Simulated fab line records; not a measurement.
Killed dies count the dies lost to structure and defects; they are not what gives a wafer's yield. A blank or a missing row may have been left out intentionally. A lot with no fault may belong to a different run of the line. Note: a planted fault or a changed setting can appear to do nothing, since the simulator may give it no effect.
Matching of chambers -- flow nand-harc -- 4 sister chambers for NHARC_A_CHANNEL_FILL_D1_ALD_14 on ald-hk-01
The step deposits SiO2, target thk 2.5 nm, pulse time 10 s, ald cycles 25. 8 wafers are shown with their chamber, then 8 later ones without.

WAFERS, EACH WITH ITS CHAMBER
wafer,chamber,heater-power-w (W),precursor-pulse-height-rel
L077.5,1,489,0.985
L084.4,1,481,0.999
L086.2,0,663,1.006
L087.4,2,477,0.993
L088.3,3,440,1.036
L088.4,0,655,0.967
L088.5,3,435,1.031
L090.1,2,467,0.991

WAFERS WITH NO CHAMBER GIVEN
wafer,heater-power-w (W),precursor-pulse-height-rel
L090.5,441,0.966
L090.6,650,1.018
L095.1,655,0.991
L095.5,649,1.021
L095.6,474,0.993
L097.3,658,0.982
L097.5,669,0.971
L097.6,480,1.018

EACH ONE'S CHAMBER
wafer,from the rows above,in truth
L090.5,can't be placed: 3 or 2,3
L090.6,0,0
L095.1,0,0
L095.5,0,0
L095.6,can't be placed: 2 or 1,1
L097.3,0,0
L097.5,0,0
L097.6,can't be placed: 1 or 2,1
Correct placement for 5 of the 8. Can't be placed from these rows: 3 (the true chamber is among the candidates in 3). Wrongly placed: 0.
How it was worked out, from the rows above alone: a wafer's distance from a chamber is the root of the sum, over the readings, of the square of ((its reading less the chamber's mean) divided by the reading's scatter). If the next closest chamber is less than 2 further off than the closest, the wafer can't be placed; otherwise it belongs to the closest. Each chamber's mean is taken over the wafers shown for it. The scatter is the square root of a quotient: the sum, over the shown wafers, of each reading's squared deviation from its chamber's mean, divided by wafers minus chambers.
